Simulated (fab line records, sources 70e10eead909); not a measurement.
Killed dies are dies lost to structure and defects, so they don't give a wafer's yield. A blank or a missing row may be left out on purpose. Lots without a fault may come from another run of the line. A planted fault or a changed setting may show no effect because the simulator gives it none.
Which tool did it? | flow nand_harc | 12 lots, 36 wafers sampled, at 3 steps of a route of 1302

WHAT THE GAUGES READ, wafer by wafer
NHARC_P_BONDPAD_THK_MEAS_20: measures by xrf.
lot  | measured     | on            | thk_nm (nm)
L075 | day 7 07:38  | film_metro-02 | 161.4 162.1 161.5
L077 | day 8 03:59  | film_metro-02 | 161.5 162.2 161.5
L079 | day 8 16:13  | film_metro-01 | 160.0 160.9 158.6
L081 | day 9 13:43  | film_metro-02 | 159.1 162.6 163.0
L083 | day 10 16:06 | film_metro-02 | 161.5 161.0 163.1
L085 | day 11 06:34 | film_metro-02 | 162.5 161.9 159.1
L087 | day 12 00:11 | film_metro-01 | 161.5 160.6 162.5
L088 | day 12 20:10 | film_metro-01 | 159.7 163.1 161.7
L091 | day 13 19:19 | film_metro-02 | 162.6 158.4 161.1
L093 | day 14 18:52 | film_metro-02 | 160.5 157.8 161.1
L095 | day 15 14:12 | film_metro-01 | 161.1 159.7 162.2
L097 | day 16 05:02 | film_metro-01 | 160.2 160.9 161.8

WHICH TOOL RAN EACH LOT (tool, then ch and the chambers of the sampled wafers, then the start)
lot  | NHARC_P_BONDPAD_PRE_CLEAN_26            | NHARC_P_BONDPAD_PVD_17
L075 | pvd_sputter-02, day 7 07:38 or earlier  | pvd_sputter-02, day 7 07:38 or earlier
L077 | pvd_sputter-02, day 8 03:59 or earlier  | pvd_sputter-02, day 8 03:59 or earlier
L079 | pvd_sputter-03, day 8 16:13 or earlier  | pvd_sputter-03, day 8 16:13 or earlier
L081 | pvd_sputter-03, day 9 13:43 or earlier  | pvd_sputter-03, day 9 13:43 or earlier
L083 | pvd_sputter-02, day 10 16:06 or earlier | pvd_sputter-02, day 10 16:06 or earlier
L085 | pvd_sputter-03, day 11 06:34 or earlier | pvd_sputter-03, day 11 06:34 or earlier
L087 | pvd_sputter-03, day 12 00:11 or earlier | pvd_sputter-03, day 12 00:11 or earlier
L088 | pvd_sputter-03, day 12 20:10 or earlier | pvd_sputter-03, day 12 20:10 or earlier
L091 | pvd_sputter-03, day 13 19:19 or earlier | pvd_sputter-03, day 13 19:19 or earlier
L093 | pvd_sputter-01, day 14 18:52 or earlier | pvd_sputter-01, day 14 18:52 or earlier
L095 | pvd_sputter-01, day 15 14:12 or earlier | pvd_sputter-01, day 15 14:12 or earlier
L097 | pvd_sputter-01, day 16 05:02 or earlier | pvd_sputter-01, day 16 05:02 or earlier
- NHARC_P_BONDPAD_PRE_CLEAN_26: time 30 s.
- NHARC_P_BONDPAD_PVD_17: deposits TaN, target thk 5 nm, time 8.06 s.

THE ANSWER, worked out from the rows above alone
Rule: what is usual is taken from the lots themselves. Put in order of their means at a reading, lots are off if they are a third of the lots or fewer, leave a main group of 4 or more, and stand apart from it by a gap of 3 or more times the standard deviation of the main group's means; of several such gaps the widest counts. A main group whose means are all the same, to the digits that the tables above print for the reading, isn't used. A lot without any number at a reading at which 4 lots or more have one is off too. The other lots that the step has rows for count as sound.
No lot is off at any reading shown: from this, nothing can be told.

WHAT THE SIMULATOR HAD PUT IN
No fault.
